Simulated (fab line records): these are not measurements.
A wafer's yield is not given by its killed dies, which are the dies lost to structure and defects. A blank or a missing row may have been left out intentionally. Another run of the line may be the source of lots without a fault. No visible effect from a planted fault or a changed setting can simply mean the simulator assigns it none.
Problem report, 8D (eight disciplines) form, completed by code | flow nand-harc | the parts of the form that need people (team, actions taken, sign-off) are left out

1. WHAT WENT WRONG
killed-at-other at NHARC_END_SORT_01 reads a mean of 613.0 on 2 wafers of 2 lots; wafers without a fault read 0.8 with a standard deviation of 1.1. That is +99 or more standard deviations from the usual mean.
First seen on wafer L904.4, day 27 14:41, on prober-02. The record holds 35 wafers of 13 lots with a number at this step. Rule for "out", or "out of limits": more than 4 standard deviations from the usual mean. All remaining wafers that have a number are taken as sound.

2. WHAT IT IS; WHAT IT IS NOT
question                    | is                                                                                                                  | is not
which readings at this step | killed-at-other, defect-limited-yield, killed-dies, sort_bin_2_pct, sort-n-pass, sort-rim-yield-pct, sort-yield-pct | killed-at-array, killed-at-periphery, killed-open, killed-short, sort_bin_3_pct, sort_bin_4_pct
which lots                  | L903, L904                                                                                                          | L896, L897, L899, L901, L902, L912, L914, L915, L916, L918, L919
which wafers of those lots  | all that have a number                                                                                              | -
read on which gauges        | prober-02                                                                                                           | prober-01
when                        | from day 27 14:41                                                                                                   | up to then (15 sound wafers); but 18 sound wafers of L912, L914, L915, L916, L918, L919 came after

3. WHAT RULES OUT EACH SUSPECT
Counting: any tool at a process step up to the reading is kept as a suspect provided that every lot that is out went through it and no sound lot did after the first of them.
- the gauge at NHARC_END_SORT_01: kept. All the wafers that are out were read on prober-02, and no step on other tools shows them out.
- cmp-03 at NHARC_A_BONDPAD_CMP_19 (polishes, t overpolish 30 s, cu recess touch 16 s, target thk 169.82 nm): kept. It ran every lot that is out, first L904 (day 26 06:50), and no sound lot after that; its last sound lot up to then is L902 (day 25 07:30).
- grinder-01 at NHARC_THIN_TSV_GRIND_00: ruled out as a lasting fault. The sound lots L912, L914, L916, L918, L915, L919 went through it after L903, its earliest lot that is out (day 26 17:48).
The count leaves prober-02 at NHARC_END_SORT_01 and cmp-03 at NHARC_A_BONDPAD_CMP_19.

4. THE CAUSE (what the simulator had put in)
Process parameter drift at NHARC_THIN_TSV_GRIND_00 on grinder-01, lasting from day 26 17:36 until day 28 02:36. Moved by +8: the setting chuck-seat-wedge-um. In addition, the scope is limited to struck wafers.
The count ruled it out by mistake, since the rule takes a fault to strike every lot its tool runs from the start of the fault on, and this one did not do so.

5. THE EFFECT CHAIN, in route order
One row per reading whose mean, taken over the struck wafers that have a number, lies over 3 standard deviations from the usual. Scope: only readings with a usual standard deviation given in the record; hours: median across lots of the time from each lot's start at the first step in this table that gives one to its start at this step; sigmas: change in usual standard deviations.
hours | step              | reading              | usual  | on struck wafers | change | sigmas
0     | NHARC_END_SORT_01 | defect-limited-yield | 91.5 % | 0.0              | -91.5  | -38
0     | NHARC_END_SORT_01 | killed-at-other      | 0.8    | 613.0            | +612.2 | +99 or more
0     | NHARC_END_SORT_01 | killed-dies          | 57     | 677              | +620   | +39
0     | NHARC_END_SORT_01 | sort_bin_2_pct       | 3.0 %  | 93.2             | +90.2  | +82
0     | NHARC_END_SORT_01 | sort-n-pass          | 620    | 0                | -620   | -39
0     | NHARC_END_SORT_01 | sort-rim-yield-pct   | 90 %   | 0                | -90    | -19
0     | NHARC_END_SORT_01 | sort-yield-pct       | 91.5 % | 0.0              | -91.5  | -38

6. WHAT WOULD HAVE CAUGHT IT SOONER
21 hours passed between the start of the fault at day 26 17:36 and the first reading out of limits at a measuring or inspecting step in this record, taken at day 27 14:41.
No tool reading at NHARC_THIN_TSV_GRIND_00 that has a usual standard deviation in the record was out on any struck wafer, so an alarm limit of 4 standard deviations on those readings would not have fired.
